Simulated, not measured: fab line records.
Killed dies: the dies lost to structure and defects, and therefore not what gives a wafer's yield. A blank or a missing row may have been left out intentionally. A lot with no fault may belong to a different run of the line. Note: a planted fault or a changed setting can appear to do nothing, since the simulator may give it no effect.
Matching of chambers / flow nand harc / NHARC_A_WL_FILL_ALD_02 on ald metal-03 has 4 sister chambers
The step deposits TiN, target thk 2 nm, pulse time 3 s, ald cycles 100. 14 wafers are shown with their chamber, then 6 later ones without.

WAFERS, EACH WITH ITS CHAMBER
wafer=L400.1; chamber=2; heater power w (W)=956; heater power outer w (W)=642; precursor pulse height rel=1.005
wafer=L400.4; chamber=2; heater power w (W)=962; heater power outer w (W)=639; precursor pulse height rel=0.995
wafer=L400.6; chamber=1; heater power w (W)=1034; heater power outer w (W)=592; precursor pulse height rel=1.048
wafer=L404.1; chamber=1; heater power w (W)=999; heater power outer w (W)=591; precursor pulse height rel=1.009
wafer=L404.3; chamber=0; heater power w (W)=942; heater power outer w (W)=602; precursor pulse height rel=1.005
wafer=L404.5; chamber=0; heater power w (W)=947; heater power outer w (W)=614; precursor pulse height rel=1.023
wafer=L405.2; chamber=3; heater power w (W)=1137; heater power outer w (W)=725; precursor pulse height rel=0.989
wafer=L405.4; chamber=0; heater power w (W)=927; heater power outer w (W)=611; precursor pulse height rel=0.990
wafer=L405.5; chamber=2; heater power w (W)=947; heater power outer w (W)=631; precursor pulse height rel=1.007
wafer=L407.2; chamber=2; heater power w (W)=968; heater power outer w (W)=620; precursor pulse height rel=1.018
wafer=L407.5; chamber=3; heater power w (W)=1127; heater power outer w (W)=756; precursor pulse height rel=1.022
wafer=L407.6; chamber=2; heater power w (W)=968; heater power outer w (W)=645; precursor pulse height rel=1.027
wafer=L409.2; chamber=3; heater power w (W)=1135; heater power outer w (W)=734; precursor pulse height rel=0.966
wafer=L409.5; chamber=1; heater power w (W)=1032; heater power outer w (W)=607; precursor pulse height rel=0.995

SIGNATURES, as means of the wafers listed above
reading=heater power w; chamber 0=938.67; chamber 1=1021.67; chamber 2=960.20; chamber 3=1133.00; scatter within a chamber=11.7
reading=heater power outer w; chamber 0=609.00; chamber 1=596.67; chamber 2=635.40; chamber 3=738.33; scatter within a chamber=10.7
reading=precursor pulse height rel; chamber 0=1.00600; chamber 1=1.01733; chamber 2=1.01040; chamber 3=0.99233; scatter within a chamber=0.0206
Rule: for a wafer and a chamber, the distance is found by dividing, reading by reading, the gap between the wafer's reading and the chamber's mean by the reading's scatter, squaring, summing and taking the root. If the next closest chamber is less than 2 further off than the closest, the wafer can't be placed; otherwise it belongs to the closest. How the scatter is found: for the shown wafers, subtract from each reading the mean of its chamber, square and add these, divide the total by (wafers less chambers), then take the root.

WAFERS WITH NO CHAMBER GIVEN
wafer=L409.6; heater power w (W)=935; heater power outer w (W)=615; precursor pulse height rel=0.997
wafer=L411.5; heater power w (W)=951; heater power outer w (W)=592; precursor pulse height rel=0.983
wafer=L411.6; heater power w (W)=1043; heater power outer w (W)=596; precursor pulse height rel=0.998
wafer=L412.1; heater power w (W)=983; heater power outer w (W)=622; precursor pulse height rel=0.994
wafer=L412.3; heater power w (W)=960; heater power outer w (W)=608; precursor pulse height rel=0.965
wafer=L412.5; heater power w (W)=925; heater power outer w (W)=602; precursor pulse height rel=1.023

WHICH CHAMBER EACH ONE RAN IN
wafer=L409.6; from the rows above=0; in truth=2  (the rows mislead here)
wafer=L411.5; from the rows above=0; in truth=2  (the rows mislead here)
wafer=L411.6; from the rows above=1; in truth=1
wafer=L412.1; from the rows above=can't be placed: 2 or 0 or 1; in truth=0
wafer=L412.3; from the rows above=can't be placed: 0 or 2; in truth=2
wafer=L412.5; from the rows above=0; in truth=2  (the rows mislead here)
Correct placement for 1 of the 6. Can't be placed from these rows: 2 (the true chamber is among the candidates in 2). Number placed wrongly: 3.
